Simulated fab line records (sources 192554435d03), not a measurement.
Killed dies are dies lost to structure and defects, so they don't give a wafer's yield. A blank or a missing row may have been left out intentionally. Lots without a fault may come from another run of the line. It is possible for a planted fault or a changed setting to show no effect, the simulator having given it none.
fab line records ; flow n5-finfet
record lots=7; wafers=21
route steps=1938 shown BEOL_M0_SAQP@686 BEOL_M0_CUTY@705 BEOL_M0@715 BEOL_M2@847 BEOL_M5@1157 BEOL_M6@1239
start-h: hours from the record's first day to the start of the lot's first wafer shown ; wait-h: hours elapsed since this lot's preceding step ; " as in the row above ; L1.1+2: one row covering several wafers at once ; - no value present, or no start provided ; * or withheld: withheld ; < > ~ a bound
route shown NAME@n: a module of which the file shows steps, and the number in the route of the first ; usual: mean and standard deviation over wafers with no fault ; same: alike in all rows ; chamber/n: place in a boat ; sites: readings site by site ; _std_site: their standard deviation ; _edge_site: the outer-site mean with the inner-site mean subtracted ; radius-mm: how far each site lies from the wafer's centre ; mask NAME#n: copy n ; behind: the tool/chamber that last shaped the wafer ; hold: what put the lot on hold/how long, in hours/how the hold closed ; device: the transistor (n, p or np) that didn't switch ; end of line: the tests these same wafers got at the end of their route ; step lacking rows: just its recipe ; killed: at the first sort, the dies lost to defects and structure; wafer yield is something else ; map: per-die view of a wafer (x killed, . not killed, _ where there is no die)
set.NAME: the run value of the setting; set.NAME@STEP: its run value at that earlier step ; model.NAME: the simulator's own value behind a step, which no gauge read
one table per step and one row per wafer, for lots whose settings were changed on purpose
## steps
# step N5_BEOL_M0_SAQP_EXPOSE_37
# recipe mask-id=M0_CUT1; na=0.33; source-shape=annular; sigma-inner=0.35; sigma-outer=0.8; polarization=unpolarized; target-cd-nm=30; dose-mj=44.75
lot.wafer;tool;chamber;start-h;wait-h;mask;set.dose-mj
L081.1+6;euv-scanner-01;0;155.41;-;M0_CUT1#0;43.77
L081.3;euv-scanner-01;0;155.41;-;M0_CUT1#0;44.75
L084.4+5+6;euv-scanner-01;0;177.14;-;M0_CUT1#0;44.75
L087.1+4;euv-scanner-01;0;198.40;-;M0_CUT1#0;44.75
L087.5;euv-scanner-01;0;198.40;-;M0_CUT1#0;41.75
L088.2+5+6;euv-scanner-02;0;205.51;-;M0_CUT1#0;44.75
L089.3+5+6;euv-scanner-01;0;209.94;-;M0_CUT1#0;44.75
L095.1+3;euv-scanner-02;0;242.16;-;M0_CUT1#0;44.75
L095.6;euv-scanner-02;0;242.16;-;M0_CUT1#0;47.1
L097.1;euv-scanner-02;0;249.90;-;M0_CUT1#0;44.75
L097.5+6;euv-scanner-02;0;249.90;-;M0_CUT1#0;41.8
# step N5_BEOL_M0_SAQP_PEB_38
# recipe peb-temp-c=100; peb-time-s=60; resist=CAR-EUV
# step N5_BEOL_M0_SAQP_DEVELOP_39
# recipe develop-time-s=30; developer=TMAH; resist=CAR-EUV; rinse-liquid=surfactant-rinse; dry=air-spin; dev-temp-c=23
# step N5_BEOL_M0_SAQP_CD_MEAS_40
# recipe target-cd-nm=30; landing-energy-ev=500; detector=se-inlens
# usual cd-nm=30.00/0.24
lot.wafer;tool;chamber;start-h;wait-h;set.dose-mj@BEOL_M0_SAQP_EXPOSE_37;cd-nm
L081.1;cd-sem-03;0;155.55;-;43.77;29.39
L081.3;cd-sem-03;0;155.55;-;44.75;30.03
L081.6;cd-sem-03;0;155.55;-;43.77;29.59
L084.4;cd-sem-01;0;177.26;-;44.75;30.47
L084.5;cd-sem-01;0;177.26;-;44.75;30.08
L084.6;cd-sem-01;0;177.26;-;44.75;30.22
L087.1;cd-sem-02;0;198.54;-;44.75;29.78
L087.4;cd-sem-02;0;198.54;-;44.75;30.32
L087.5;cd-sem-02;0;198.54;-;41.75;28.80
L088.2;cd-sem-03;0;205.64;-;44.75;30.05
L088.5;cd-sem-03;0;205.64;-;44.75;29.81
L088.6;cd-sem-03;0;205.64;-;44.75;30.04
L089.3;cd-sem-01;0;210.06;-;44.75;29.73
L089.5;cd-sem-01;0;210.06;-;44.75;30.10
L089.6;cd-sem-01;0;210.06;-;44.75;29.56
L095.1;cd-sem-03;0;242.30;-;44.75;29.61
L095.3;cd-sem-03;0;242.30;-;44.75;29.81
L095.6;cd-sem-03;0;242.30;-;47.1;30.89
L097.1;cd-sem-03;0;250.03;-;44.75;29.84
L097.5;cd-sem-03;0;250.03;-;41.8;28.43
L097.6;cd-sem-03;0;250.03;-;41.8;28.34
# step N5_BEOL_M0_SAQP_DESCUM_45
# recipe chemistry=O2; time-s=7; source-power-w=50; bias-power-w=20; pressure-mtorr=20; rf-frequency-hz=2.712e+07; temp-c=40; resist=CAR-EUV; o2-flow-sccm=225
lot.wafer;tool;chamber;start-h;wait-h;set.dose-mj@BEOL_M0_SAQP_EXPOSE_37;model.BEOL_M0_SAQP.cd-nm
L081.1;rie-diel-01;3;155.80;0.2;43.77;29.8
L081.3;rie-diel-01;1;155.80;0.2;44.75;30
L081.6;rie-diel-01;1;155.80;0.2;43.77;29.6
L084.4+6;rie-diel-06;2;177.48;0.1;44.75;30
L084.5;rie-diel-06;1;177.48;0.1;44.75;29.8
L087.1+4;rie-diel-01;3,2;198.66;0.0;44.75;30
L087.5;rie-diel-01;1;198.66;0.0;41.75;28.4
L088.2+5+6;rie-diel-05;2,0,1;205.79;0.1;44.75;30
L089.3;rie-diel-05;0;210.18;0.0;44.75;29.8
L089.5;rie-diel-05;3;210.18;0.0;44.75;30.2
L089.6;rie-diel-05;0;210.18;0.0;44.75;30
L095.1;rie-diel-06;3;242.42;0.0;44.75;29.8
L095.3;rie-diel-06;2;242.42;0.0;44.75;30
L095.6;rie-diel-06;2;242.42;0.0;47.1;31.2
L097.1;rie-diel-05;3;250.25;0.0;44.75;30.2
L097.5;rie-diel-05;1;250.25;0.0;41.8;28.6
L097.6;rie-diel-05;0;250.25;0.0;41.8;28.4
# step N5_BEOL_M0_SAQP_ETCH_88
# recipe chemistry=N2/H2; target=underlayer; target-depth-a=65; time-s=5.2; ion-energy-ev=200; mask-material=CAR-EUV; pressure-mtorr=30; source-w=840; bias-w=150; n2-flow-sccm=200; h2-flow-sccm=200; ends=cleared
lot.wafer;tool;chamber;start-h;wait-h;set.spin-rpm@BEOL_M0_SAQP_COAT_87;set.dose-mj@BEOL_M0_SAQP_EXPOSE_37;model.BEOL_M0_SAQP.cd-nm;model.etch.depth-nm
L081.1;rie-diel-01;3;155.84;0.0;1500;43.77;29.8;5.001
L081.3;rie-diel-01;1;155.84;0.0;1500;44.75;30;5.004
L081.6;rie-diel-01;1;155.84;0.0;1343;43.77;29.4;5.278
L084.4;rie-diel-06;2;177.51;0.0;1599;44.75;30;4.867
L084.5;rie-diel-06;1;177.51;0.0;1500;44.75;29.8;5.012
L084.6;rie-diel-06;2;177.51;0.0;1599;44.75;30;4.858
L087.1;rie-diel-01;3;198.70;0.0;1417;44.75;30;5.14
L087.4;rie-diel-01;2;198.70;0.0;1500;44.75;30;4.996
L087.5;rie-diel-01;1;198.70;0.0;1500;41.75;28.4;4.997
L088.2;rie-diel-05;2;205.82;0.0;1500;44.75;29.8;4.994
L088.5;rie-diel-05;0;205.82;0.0;1500;44.75;29.8;4.995
L088.6;rie-diel-05;1;205.82;0.0;1500;44.75;30;4.999
L089.3;rie-diel-05;0;210.22;0.0;1500;44.75;29.8;4.993
L089.5;rie-diel-05;3;210.22;0.0;1500;44.75;30.2;4.993
L089.6;rie-diel-05;0;210.22;0.0;1500;44.75;29.8;4.999
L095.1;rie-diel-06;3;242.45;0.0;1500;44.75;29.8;4.984
L095.3;rie-diel-06;2;242.45;0.0;1648;44.75;29.8;4.771
L095.6;rie-diel-06;2;242.45;0.0;1500;47.1;31;5.007
L097.1;rie-diel-05;3;250.28;0.0;1500;44.75;30;4.984
L097.5;rie-diel-05;1;250.28;0.0;1500;41.8;28.6;4.992
L097.6;rie-diel-05;0;250.28;0.0;1614;41.8;28.4;4.81
# step N5_BEOL_M0_SAQP_ETCH_73
# recipe chemistry=CF4; target=SiARC; target-depth-a=195; mask-material=CAR-EUV; time-s=32.5; ion-energy-ev=80; pressure-mtorr=40; source-w=545; bias-w=36; Ar_flow_sccm=100; cf4-flow-sccm=100; ends=cleared
lot.wafer;tool;chamber;start-h;wait-h;set.dose-mj@BEOL_M0_SAQP_EXPOSE_37;model.BEOL_M0_SAQP.cd-nm
L081.1;rie-diel-01;3;155.85;0.0;43.77;29.8
L081.3;rie-diel-01;1;155.85;0.0;44.75;29.8
L081.6;rie-diel-01;1;155.85;0.0;43.77;29.2
L084.4;rie-diel-06;2;177.53;0.0;44.75;30.2
L084.5;rie-diel-06;1;177.53;0.0;44.75;29.8
L084.6;rie-diel-06;2;177.53;0.0;44.75;30
L087.1+4;rie-diel-01;3,2;198.71;0.0;44.75;30
L087.5;rie-diel-01;1;198.71;0.0;41.75;28.2
L088.2;rie-diel-05;2;205.84;0.0;44.75;30
L088.5;rie-diel-05;0;205.84;0.0;44.75;29.8
L088.6;rie-diel-05;1;205.84;0.0;44.75;30.2
L089.3+6;rie-diel-05;0;210.23;0.0;44.75;29.8
L089.5;rie-diel-05;3;210.23;0.0;44.75;30.2
L095.1;rie-diel-06;3;242.47;0.0;44.75;29.8
L095.3;rie-diel-06;2;242.47;0.0;44.75;30
L095.6;rie-diel-06;2;242.47;0.0;47.1;31.4
L097.1;rie-diel-05;3;250.30;0.0;44.75;30
L097.5;rie-diel-05;1;250.30;0.0;41.8;28.6
L097.6;rie-diel-05;0;250.30;0.0;41.8;28.4
# step N5_BEOL_M0_CUTY_EXPOSE_54
# recipe mask-id=M0_ABLK; na=1.35; source-shape=conventional; sigma-outer=0.8; polarization=unpolarized; dose-mj=36
lot.wafer;tool;chamber;start-h;wait-h;mask;set.dose-mj
L081.1;arfi-scanner-01;0;156.98;-;M0_ABLK#0;36
L081.3+6;arfi-scanner-01;0;156.98;-;M0_ABLK#0;34.46
L084.4+5;arfi-scanner-03;0;179.08;-;M0_ABLK#0;36
L084.6;arfi-scanner-03;0;179.08;-;M0_ABLK#0;36.93
L087.1+4;arfi-scanner-01;0;199.84;-;M0_ABLK#0;34.38
L087.5;arfi-scanner-01;0;199.84;-;M0_ABLK#0;36
L088.2+5+6;arfi-scanner-03;0;207.26;-;M0_ABLK#0;36
L089.3+5+6;arfi-scanner-02;0;211.48;-;M0_ABLK#0;36
L095.1+6;arfi-scanner-03;0;243.60;-;M0_ABLK#0;34.19
L095.3;arfi-scanner-03;0;243.60;-;M0_ABLK#0;36
L097.1;arfi-scanner-03;0;251.30;-;M0_ABLK#0;36
L097.5+6;arfi-scanner-03;0;251.30;-;M0_ABLK#0;38.46
# step N5_BEOL_M0_CUTY_PEB_55
# recipe peb-temp-c=110; peb-time-s=60; resist=CAR-ArF-block
# step N5_BEOL_M0_CUTY_DEVELOP_56
# recipe develop-time-s=30; developer=TMAH; resist=CAR-ArF-block; rinse-liquid=diw; dry=air-spin; dev-temp-c=23
# step N5_BEOL_M0_CUTY_CD_MEAS_57
# recipe target-cd-nm=200; landing-energy-ev=500; detector=se-inlens; polarity=line
# usual cd-nm=199.7/0.93
lot.wafer;tool;chamber;start-h;wait-h;set.dose-mj@BEOL_M0_CUTY_EXPOSE_54;cd-nm
L081.1;cd-sem-01;0;157.10;-;36;201.1
L081.3;cd-sem-01;0;157.10;-;34.46;203.0
L081.6;cd-sem-01;0;157.10;-;34.46;203.7
L084.4;cd-sem-02;0;179.19;-;36;201.7
L084.5;cd-sem-02;0;179.19;-;36;200.4
L084.6;cd-sem-02;0;179.19;-;36.93;199.0
L087.1;cd-sem-01;0;199.96;-;34.38;202.6
L087.4;cd-sem-01;0;199.96;-;34.38;202.4
L087.5;cd-sem-01;0;199.96;-;36;199.4
L088.2;cd-sem-02;0;207.38;-;36;197.6
L088.5;cd-sem-02;0;207.38;-;36;199.6
L088.6;cd-sem-02;0;207.38;-;36;200.0
L089.3;cd-sem-02;0;211.60;-;36;199.5
L089.5;cd-sem-02;0;211.60;-;36;197.9
L089.6;cd-sem-02;0;211.60;-;36;199.8
L095.1;cd-sem-02;0;243.72;-;34.19;202.9
L095.3;cd-sem-02;0;243.72;-;36;198.4
L095.6;cd-sem-02;0;243.72;-;34.19;203.1
L097.1;cd-sem-03;0;251.42;-;36;200.4
L097.5;cd-sem-03;0;251.42;-;38.46;194.3
L097.6;cd-sem-03;0;251.42;-;38.46;193.7
# step N5_BEOL_M0_CUTY_DESCUM_61
# recipe chemistry=O2; time-s=7.9; source-power-w=50; bias-power-w=20; pressure-mtorr=20; rf-frequency-hz=2.712e+07; temp-c=40; resist=CAR-ArF-block; o2-flow-sccm=225
# step N5_BEOL_M0_CUTY_ETCH_62
# recipe chemistry=CF4; target=SiARC; mask-material=CAR-ArF-block; time-s=58.5; ion-energy-ev=80; pressure-mtorr=40; source-w=545; bias-w=36; Ar_flow_sccm=100; cf4-flow-sccm=100; ends=cleared
lot.wafer;tool;chamber;start-h;wait-h;set.dose-mj@BEOL_M0_CUTY_EXPOSE_54;model.BEOL_M0_CUTY.cd-offset-nm
L081.1;rie-diel-03;0;157.87;0.0;36;0.6
L081.3;rie-diel-03;1;157.87;0.0;34.46;3.4
L081.6;rie-diel-03;2;157.87;0.0;34.46;4
L084.4;rie-diel-04;1;179.33;0.0;36;1.6
L084.5;rie-diel-04;3;179.33;0.0;36;0.2
L084.6;rie-diel-04;2;179.33;0.0;36.93;-1.2
L087.1;rie-diel-03;3;200.29;0.0;34.38;2.6
L087.4;rie-diel-03;2;200.29;0.0;34.38;2.2
L087.5;rie-diel-03;1;200.29;0.0;36;-0.4
L088.2;rie-diel-02;3;207.50;0.0;36;-2.4
L088.5;rie-diel-02;0;207.50;0.0;36;-0.6
L088.6;rie-diel-02;1;207.50;0.0;36;-0.2
L089.3;rie-diel-02;3;211.72;0.0;36;-0.6
L089.5;rie-diel-02;1;211.72;0.0;36;-2
L089.6;rie-diel-02;0;211.72;0.0;36;-0.4
L095.1+6;rie-diel-04;3;244.45;0.0;34.19;2.8
L095.3;rie-diel-04;0;244.45;0.0;36;-1.6
L097.1;rie-diel-03;2;251.55;0.0;36;0
L097.5;rie-diel-03;0;251.55;0.0;38.46;-5.4
L097.6;rie-diel-03;1;251.55;0.0;38.46;-5.6
# step N5_BEOL_M0_CUTY_ETCH_63
# recipe chemistry=N2/H2; target=SOC; target-depth-a=827; overetch-a=165; mask-material=SiARC; temp-c=40; ion-energy-ev=200; time-s=124; pressure-mtorr=30; source-w=840; bias-w=150; n2-flow-sccm=200; h2-flow-sccm=200
lot.wafer;tool;chamber;start-h;wait-h;set.dose-mj@BEOL_M0_CUTY_EXPOSE_54;model.BEOL_M0_CUTY.cd-offset-nm
L081.1;rie-diel-03;0;157.92;0.0;36;0.8
L081.3;rie-diel-03;1;157.92;0.0;34.46;3.6
L081.6;rie-diel-03;2;157.92;0.0;34.46;4.2
L084.4;rie-diel-04;1;179.41;0.1;36;1.4
L084.5;rie-diel-04;3;179.41;0.1;36;0.4
L084.6;rie-diel-04;2;179.41;0.1;36.93;-1.2
L087.1;rie-diel-03;3;200.34;0.0;34.38;2.6
L087.4;rie-diel-03;2;200.34;0.0;34.38;2.4
L087.5;rie-diel-03;1;200.34;0.0;36;-0.2
L088.2;rie-diel-02;3;207.54;0.0;36;-2.4
L088.5;rie-diel-02;0;207.54;0.0;36;-0.4
L088.6;rie-diel-02;1;207.54;0.0;36;-0.2
L089.3;rie-diel-02;3;211.76;0.0;36;-0.4
L089.5;rie-diel-02;1;211.76;0.0;36;-1.6
L089.6;rie-diel-02;0;211.76;0.0;36;0
L095.1;rie-diel-04;3;244.50;0.0;34.19;3
L095.3;rie-diel-04;0;244.50;0.0;36;-1.6
L095.6;rie-diel-04;3;244.50;0.0;34.19;3.2
L097.1;rie-diel-03;2;251.59;0.0;36;-0.2
L097.5+6;rie-diel-03;0,1;251.59;0.0;38.46;-5.4
# step N5_BEOL_M0_ETCH_138
# recipe chemistry=CH3F/O2; target-depth-a=120; target=SiCN; time-s=31.6; ion-energy-ev=120; pressure-mtorr=30; source-w=395; bias-w=75; Ar_flow_sccm=150; CH3F_flow_sccm=30; O2_flow_sccm=20; ends=cleared
# usual rf-vpp-V=297.3/1.6
lot.wafer;tool;chamber;start-h;wait-h;set.source-w;rf-vpp-V
L081.1;rie-diel-03;0;158.04;0.0;447.3;286.9
L081.3;rie-diel-03;1;158.04;0.0;447.3;288.1
L081.6;rie-diel-03;2;158.04;0.0;395;298.1
L084.4;rie-diel-04;1;179.52;0.0;395;295.9
L084.5;rie-diel-04;3;179.52;0.0;395;298.7
L084.6;rie-diel-04;2;179.52;0.0;395;295.8
L087.1;rie-diel-03;3;200.46;0.0;395;300.9
L087.4;rie-diel-03;2;200.46;0.0;338.6;312.2
L087.5;rie-diel-03;1;200.46;0.0;395;298.7
L088.2;rie-diel-02;3;207.67;0.0;395;297.8
L088.5;rie-diel-02;0;207.67;0.0;395;293.1
L088.6;rie-diel-02;1;207.67;0.0;395;297.8
L089.3;rie-diel-02;3;211.89;0.0;395;295.0
L089.5;rie-diel-02;1;211.89;0.0;395;298.8
L089.6;rie-diel-02;0;211.89;0.0;395;294.9
L095.1;rie-diel-04;3;244.62;0.0;395;295.3
L095.3;rie-diel-04;0;244.62;0.0;441.8;287.3
L095.6;rie-diel-04;3;244.62;0.0;395;298.6
L097.1;rie-diel-03;2;251.72;0.0;395;299.0
L097.5;rie-diel-03;0;251.72;0.0;448.2;285.3
L097.6;rie-diel-03;1;251.72;0.0;448.2;285.8
# step N5_BEOL_M2_COAT_73
# recipe resist=underlayer; temp-c=205; time-s=60; spin-rpm=1500; resist-thk-nm=5
lot.wafer;tool;chamber;start-h;wait-h;set.spin-rpm
L081.1;litho-track-01;0;-;-;1657
L081.3+6;litho-track-01;0;-;-;1500
L084.4+5;litho-track-05;0;-;-;1500
L084.6;litho-track-05;0;-;-;1599
L087.1;litho-track-02;0;-;-;1410
L087.4+5;litho-track-02;0;-;-;1500
L088.2;litho-track-01;0;-;-;1500
L088.5+6;litho-track-01;0;-;-;1590
L089.3+5+6;litho-track-01;0;-;-;1500
L095.1+3+6;litho-track-02;0;-;-;1500
L097.1+6;litho-track-01;0;-;-;1500
L097.5;litho-track-01;0;-;-;1432
# step N5_BEOL_M2_COAT_05
# recipe resist=CAR-EUV; spin-rpm=1500; resist-thk-nm=30
# step N5_BEOL_M2_EBR_07
# recipe solvent=PGMEA; ebr-width-mm=1.5
# step N5_BEOL_M2_DESCUM_16
# recipe chemistry=O2; time-s=7; source-power-w=50; bias-power-w=20; pressure-mtorr=20; rf-frequency-hz=2.712e+07; temp-c=40; resist=CAR-EUV; o2-flow-sccm=225
# step N5_BEOL_M2_ETCH_74
# recipe chemistry=N2/H2; target=underlayer; target-depth-a=65; mask-material=CAR-EUV; time-s=5.2; ion-energy-ev=200; pressure-mtorr=30; source-w=840; bias-w=150; n2-flow-sccm=200; h2-flow-sccm=200; ends=cleared
lot.wafer;tool;chamber;start-h;wait-h;set.spin-rpm@BEOL_M2_COAT_73;model.etch.depth-nm
L081.1;rie-diel-03;0;178.42;0.0;1657;4.73
L081.3;rie-diel-03;1;178.42;0.0;1500;4.994
L081.6;rie-diel-03;1;178.42;0.0;1500;5.002
L084.4;rie-diel-02;1;198.64;0.0;1500;4.992
L084.5;rie-diel-02;3;198.64;0.0;1500;5
L084.6;rie-diel-02;2;198.64;0.0;1599;4.836
L087.1;rie-diel-02;3;226.91;0.0;1410;5.143
L087.4;rie-diel-02;2;226.91;0.0;1500;4.987
L087.5;rie-diel-02;3;226.91;0.0;1500;4.988
L088.2;rie-diel-03;0;235.41;0.0;1500;4.996
L088.5;rie-diel-03;1;235.41;0.0;1590;4.844
L088.6;rie-diel-03;2;235.41;0.0;1590;4.85
L089.3;rie-diel-03;3;235.76;0.0;1500;5.007
L089.5;rie-diel-03;3;235.76;0.0;1500;4.994
L089.6;rie-diel-03;2;235.76;0.0;1500;4.998
L095.1;rie-diel-03;1;262.18;0.0;1500;4.996
L095.3;rie-diel-03;2;262.18;0.0;1500;5.002
L095.6;rie-diel-03;2;262.18;0.0;1500;5.008
L097.1;rie-diel-04;1;271.28;0.0;1500;4.979
L097.5;rie-diel-04;0;271.28;0.0;1432;5.096
L097.6;rie-diel-04;1;271.28;0.0;1500;4.989
# step N5_BEOL_M5_VIA_ETCH_34
# recipe chemistry=C4F6/O2; target=SiCOH_lowk; target-depth-a=883; mask-material=SOC; taper-deg=4; time-s=39.2; ion-energy-ev=250; pressure-mtorr=30; source-w=345; bias-w=185; Ar_flow_sccm=300; C4F6_flow_sccm=10; O2_flow_sccm=10
lot.wafer;tool;chamber;start-h;wait-h;set.source-w
L081.1;rie-diel-01;3;228.89;0.0;345
L081.3+6;rie-diel-01;1,0;228.89;0.0;373.5
L084.4+5;rie-diel-05;0,1;243.77;0.0;292.9
L084.6;rie-diel-05;0;243.77;0.0;345
L088.2+5;rie-diel-05;3;265.28;0.0;345
L088.6;rie-diel-05;2;265.28;0.0;383.5
L087.1+4+5;rie-diel-01;2,0,1;265.93;0.0;345
L089.3+5+6;rie-diel-05;2,2,3;282.37;0.0;345
L095.1+6;rie-diel-01;2,3;313.26;0.0;396.6
L095.3;rie-diel-01;1;313.26;0.0;345
L097.1+5+6;rie-diel-05;3,3,0;320.07;0.0;345
# step N5_BEOL_M5_TRENCH_ETCH_37
# recipe chemistry=C4F6/O2; target-depth-a=716.52; target=SiCOH_lowk; time-s=24.7; ion-energy-ev=250; pressure-mtorr=30; source-w=345; bias-w=185; Ar_flow_sccm=300; C4F6_flow_sccm=10; O2_flow_sccm=10
# usual rf-vpp-V=668/11
lot.wafer;tool;chamber;start-h;wait-h;set.bias-w;rf-vpp-V
L081.1;rie-diel-01;3;-;-;185;659
L081.3;rie-diel-01;1;-;-;207.9;753
L081.6;rie-diel-01;0;-;-;185;662
L084.4;rie-diel-05;0;-;-;213.3;763
L084.5;rie-diel-05;1;-;-;185;658
L084.6;rie-diel-05;0;-;-;213.3;762
L088.2;rie-diel-05;3;-;-;185;664
L088.5;rie-diel-05;3;-;-;185;665
L088.6;rie-diel-05;2;-;-;185;683
L087.1;rie-diel-01;2;-;-;185;650
L087.4;rie-diel-01;0;-;-;212.5;739
L087.5;rie-diel-01;1;-;-;185;684
L089.3;rie-diel-05;2;-;-;185;683
L089.5;rie-diel-05;2;-;-;185;682
L089.6;rie-diel-05;3;-;-;185;664
L095.1;rie-diel-01;2;-;-;185;649
L095.3;rie-diel-01;1;-;-;185;686
L095.6;rie-diel-01;3;-;-;185;660
L097.1;rie-diel-05;3;-;-;209.5;734
L097.5;rie-diel-05;3;-;-;185;664
L097.6;rie-diel-05;0;-;-;185;680
# step N5_BEOL_M6_TRENCH_ETCH_37
# recipe chemistry=C4F6/O2; target-depth-a=944.35; target=SiCOH_lowk; time-s=31.5; ion-energy-ev=250; pressure-mtorr=30; source-w=345; bias-w=185; Ar_flow_sccm=300; C4F6_flow_sccm=10; O2_flow_sccm=10
# usual rf-vpp-V=671/15
lot.wafer;tool;chamber;start-h;wait-h;set.bias-w;rf-vpp-V;model.etch.depth-nm;model.BEOL_M6.feature-depth-nm
L081.1;rie-diel-02;0;-;-;185;669;94.47;94.4
L081.3;rie-diel-02;2;-;-;212.5;741;97.7;97.8
L081.6;rie-diel-02;1;-;-;185;690;93.71;93.8
L084.4;rie-diel-03;3;-;-;152.8;552;88.03;88
L084.5;rie-diel-03;2;-;-;152.8;584;88.94;89
L084.6;rie-diel-03;1;-;-;185;665;92.96;93
L088.2;rie-diel-03;0;-;-;185;671;95.08;95
L088.5;rie-diel-03;1;-;-;185;666;93.15;93.2
L088.6;rie-diel-03;2;-;-;215.2;766;98.16;98.2
L087.1;rie-diel-04;1;-;-;153.5;557;91.62;91.6
L087.4;rie-diel-04;0;-;-;153.5;597;90.25;90.2
L087.5;rie-diel-04;0;-;-;185;692;95.55;95.6
L089.3;rie-diel-02;0;-;-;185;671;93.06;93
L089.5;rie-diel-02;0;-;-;185;669;93.16;93.2
L089.6;rie-diel-02;3;-;-;185;669;95.69;95.6
L095.1;rie-diel-04;2;-;-;185;681;93.19;93.2
L095.3;rie-diel-04;3;-;-;185;686;95.99;96
L095.6;rie-diel-04;0;-;-;185;692;95.5;95.6
L097.1;rie-diel-03;3;-;-;169.4;596;93.28;93.2
L097.5;rie-diel-03;0;-;-;185;671;96.02;96
L097.6;rie-diel-03;3;-;-;169.4;599;92.16;92.2
# step N5_BEOL_M6_ETCH_41
# recipe chemistry=CH3F/O2; target=SiCN; target-depth-a=297; taper-deg=2; time-s=52; ion-energy-ev=120; mask-material=TiN; pressure-mtorr=30; source-w=395; bias-w=75; Ar_flow_sccm=150; CH3F_flow_sccm=30; O2_flow_sccm=20
# step N5_BEOL_M6_STRIP_80
# recipe chemistry=N2/H2; time-s=10; power-w=450; temp-c=40; pressure-mtorr=20; rf-frequency-hz=6e+07; bias-power-w=7; n2-flow-sccm=200; h2-flow-sccm=200
# step N5_BEOL_M6_OCD_MEAS_38
# usual trench-depth-nm=94.8/1.5
lot.wafer;tool;chamber;start-h;wait-h;set.bias-w@BEOL_M6_TRENCH_ETCH_37;trench-depth-nm
L081.1;ocd-02;-;240.17;-;185;94.8
L081.3;ocd-02;-;240.17;-;212.5;97.5
L081.6;ocd-02;-;240.17;-;185;93.8
L084.4;ocd-02;-;254.73;-;152.8;87.9
L084.5;ocd-02;-;254.73;-;152.8;88.9
L084.6;ocd-02;-;254.73;-;185;92.8
L088.2;ocd-02;-;276.08;-;185;94.4
L088.5;ocd-02;-;276.08;-;185;93.3
L088.6;ocd-02;-;276.08;-;215.2;98.4
L087.1;ocd-02;-;280.11;-;153.5;91.8
L087.4;ocd-02;-;280.11;-;153.5;89.5
L087.5;ocd-02;-;280.11;-;185;95.7
L089.3;ocd-02;-;294.23;-;185;92.7
L089.5;ocd-02;-;294.23;-;185;92.6
L089.6;ocd-02;-;294.23;-;185;95.5
L095.1;ocd-01;-;324.12;-;185;93.2
L095.3;ocd-01;-;324.12;-;185;96.0
L095.6;ocd-01;-;324.12;-;185;95.5
L097.1;ocd-02;-;332.89;-;169.4;93.3
L097.5;ocd-02;-;332.89;-;185;95.5
L097.6;ocd-02;-;332.89;-;169.4;92.2
## key
split step=N5_BEOL_M0_SAQP_EXPOSE_37; setting=dose-mj; stated=44.75; by=wafer
response step=N5_BEOL_M0_SAQP_CD_MEAS_40; reading=cd-nm; change=+0.21; per=1%; r=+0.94
response step=N5_BEOL_M0_SAQP_DESCUM_45; reading=model.BEOL_M0_SAQP.cd-nm; change=+0.244; per=1%; r=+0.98
response step=N5_BEOL_M0_SAQP_ETCH_88; reading=model.BEOL_M0_SAQP.cd-nm; change=+0.23; per=1%; r=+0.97
response step=N5_BEOL_M0_SAQP_ETCH_73; reading=model.BEOL_M0_SAQP.cd-nm; change=+0.252; per=1%; r=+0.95
split step=N5_BEOL_M0_CUTY_EXPOSE_54; setting=dose-mj; stated=36; by=wafer
response step=N5_BEOL_M0_CUTY_CD_MEAS_57; reading=cd-nm; change=-0.813; per=1%; r=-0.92
response step=N5_BEOL_M0_CUTY_ETCH_62; reading=model.BEOL_M0_CUTY.cd-offset-nm; change=-0.776; per=1%; r=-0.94
response step=N5_BEOL_M0_CUTY_ETCH_63; reading=model.BEOL_M0_CUTY.cd-offset-nm; change=-0.768; per=1%; r=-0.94
split step=N5_BEOL_M0_ETCH_138; setting=source-w; stated=395; by=wafer
response step=N5_BEOL_M0_ETCH_138; reading=rf-vpp-V; change=-0.873; per=1%; r=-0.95
split step=N5_BEOL_M2_COAT_73; setting=spin-rpm; stated=1500; by=wafer
response step=N5_BEOL_M2_ETCH_74; reading=model.etch.depth-nm; change=-0.0252; per=1%; r=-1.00
split step=N5_BEOL_M5_VIA_ETCH_34; setting=source-w; stated=345; by=wafer
response none in this file
split step=N5_BEOL_M5_TRENCH_ETCH_37; setting=bias-w; stated=185; by=wafer
response step=N5_BEOL_M5_TRENCH_ETCH_37; reading=rf-vpp-V; change=+5.89; per=1%; r=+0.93
split step=N5_BEOL_M6_TRENCH_ETCH_37; setting=bias-w; stated=185; by=wafer
response step=N5_BEOL_M6_TRENCH_ETCH_37; reading=rf-vpp-V; change=+5.89; per=1%; r=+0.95
response step=N5_BEOL_M6_TRENCH_ETCH_37; reading=model.etch.depth-nm; change=+0.264; per=1%; r=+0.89
response step=N5_BEOL_M6_TRENCH_ETCH_37; reading=model.BEOL_M6.feature-depth-nm; change=+0.268; per=1%; r=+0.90
response step=N5_BEOL_M6_OCD_MEAS_38; reading=trench-depth-nm; change=+0.267; per=1%; r=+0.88
split outside-this-file step=N5_BEOL_M0_SAQP_COAT_87 setting=spin-rpm
# split outside-this-file: this setting was split too, and the file shows its column; the key of that split is in another file
